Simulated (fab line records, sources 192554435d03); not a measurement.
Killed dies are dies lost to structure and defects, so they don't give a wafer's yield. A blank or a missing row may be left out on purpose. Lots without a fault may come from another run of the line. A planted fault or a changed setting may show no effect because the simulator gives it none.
Which tool did it? | flow n5_finfet | 12 lots, 36 wafers sampled, at 2 steps of a route of 1938

WHAT THE GAUGES READ, wafer by wafer
N5_BEOL_M0_SAQP_OVL_MEAS_41.
lot  | measured     | on         | M0_CUT1_OVL (nm)
L075 | day 6 03:47  | overlay-02 | -0.1 0.0 0.1
L077 | day 6 11:09  | overlay-01 | 0.1 -0.4 0.3
L079 | day 6 20:38  | overlay-02 | -0.3 0.3 0.5
L081 | day 7 13:09  | overlay-01 | -0.2 -0.3 0.4
L083 | day 7 22:50  | overlay-01 | -0.4 -0.2 -0.8
L085 | day 8 13:53  | overlay-01 | -0.8 -0.5 -1.2
L087 | day 9 00:12  | overlay-02 | 0.1 -0.1 -0.2
L089 | day 9 12:37  | overlay-02 | -0.1 -0.3 -0.3
L091 | day 9 22:43  | overlay-01 | -0.4 0.2 0.3
L093 | day 10 10:20 | overlay-02 | -0.3 0.4 0.3
L095 | day 11 02:14 | overlay-02 | -0.7 -0.8 0.0
L097 | day 11 16:14 | overlay-02 | -0.1 0.0 -0.2

WHICH TOOL RAN EACH LOT (tool, then ch and the chambers of the sampled wafers, then the start)
lot  | N5_BEOL_M0_SAQP_MANDREL2_REMOVE_110
L075 | rie_si-06 ch 0,1,2, day 6 03:13
L077 | rie_si-06 ch 0,1,3, day 6 10:34
L079 | rie_si-03 ch 0,2,3, day 6 20:10
L081 | rie_si-06 ch 1,2,3, day 7 12:41
L083 | rie_si-01 ch 2,3, day 7 22:23
L085 | rie_si-01 ch 0,1,3, day 8 13:17
L087 | rie_si-06 ch 1,3, day 8 23:45
L089 | rie_si-01 ch 1,3, day 9 12:10
L091 | rie_si-01 ch 0,2,3, day 9 22:16
L093 | rie_si-03 ch 0,1, day 10 09:52
L095 | rie_si-01 ch 2,3, day 11 01:39
L097 | rie_si-01 ch 0,2,3, day 11 15:46
- N5_BEOL_M0_SAQP_MANDREL2_REMOVE_110: chemistry HBr/Cl2/O2, target a-Si, stops on SiCN, bt time 10 s.

THE ANSWER, worked out from the rows above alone
Rule: what is usual is taken from the lots themselves. Put in order of their means at a reading, lots are off if they are a third of the lots or fewer, leave a main group of 4 or more, and stand apart from it by a gap of 3 or more times the standard deviation of the main group's means; of several such gaps the widest counts. A main group whose means are all the same, to the digits that the tables above print for the reading, isn't used. A lot without any number at a reading at which 4 lots or more have one is off too. The other lots that the step has rows for count as sound.
No lot is off at any reading shown: from this, nothing can be told.

WHAT THE SIMULATOR HAD PUT IN
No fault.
